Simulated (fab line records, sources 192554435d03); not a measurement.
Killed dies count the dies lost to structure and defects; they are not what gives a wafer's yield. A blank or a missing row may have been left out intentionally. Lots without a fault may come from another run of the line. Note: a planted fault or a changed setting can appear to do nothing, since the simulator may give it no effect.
Matching of chambers ; flow n5 finfet ; 4 sister chambers for N5_SD_EPI_N_ETCH_16 on rie diel-05
The step etches SiO2 in CHF3/O2, target depth 5 nm. 16 wafers are shown with their chamber, then 8 later ones without.

## WAFERS PAIRED WITH THEIR CHAMBERS
wafer;chamber;drypump motor current A (A);showerhead plenum p Torr (Torr);throttle valve pct (%)
L074.1;3;5.8;2.42;19.18
L074.2;1;5.3;2.49;19.30
L074.4;0;6.0;2.30;18.86
L080.2;1;5.3;2.48;19.33
L080.3;3;5.8;2.41;19.21
L080.6;2;5.3;2.42;18.75
L081.2;0;6.0;2.30;18.87
L081.5;0;6.0;2.30;18.88
L081.6;1;5.3;2.48;19.32
L082.1;1;5.3;2.48;19.32
L082.3;2;5.3;2.42;18.75
L082.4;0;5.9;2.30;18.87
L083.1;3;5.8;2.41;19.20
L083.2;2;5.3;2.42;18.78
L083.4;1;5.3;2.48;19.33
L086.2;2;5.3;2.41;18.80

SIGNATURES (averages over the wafers above)
reading;chamber 0;chamber 1;chamber 2;chamber 3;scatter within a chamber
drypump motor current A;5.975;5.300;5.300;5.800;0.025
showerhead plenum p Torr;2.3000;2.4820;2.4175;2.4133;0.0043
throttle valve pct;18.8700;19.3200;18.7700;19.1967;0.016
Rule: a wafer lies at a distance from a chamber equal to the root of the sum of squares, over the readings, of (its reading less the chamber's mean, divided by the reading's scatter). If the next closest chamber is less than 2 further off than the closest, the wafer can't be placed; otherwise it belongs to the closest. The scatter is the square root of a quotient: the sum, over the shown wafers, of each reading's squared deviation from its chamber's mean, divided by wafers minus chambers.

## WAFERS WITH NO CHAMBER GIVEN
wafer;drypump motor current A (A);showerhead plenum p Torr (Torr);throttle valve pct (%)
L086.4;6.0;2.29;18.91
L086.6;5.3;2.41;18.79
L091.1;5.8;2.40;19.24
L091.2;5.3;2.41;18.79
L091.6;5.8;2.40;19.25
L096.4;5.8;2.40;19.25
L096.5;5.3;2.47;19.06
L096.6;6.0;2.29;18.93

## THE CHAMBER EACH PASSED THROUGH
wafer;from the rows above;in truth
L086.4;0;0
L086.6;2;2
L091.1;3;3
L091.2;2;2
L091.6;3;3
L096.4;3;3
L096.5;1;1
L096.6;0;0
8 of 8 placed correctly. Number that these rows cannot place: 0. 0 placed wrongly.
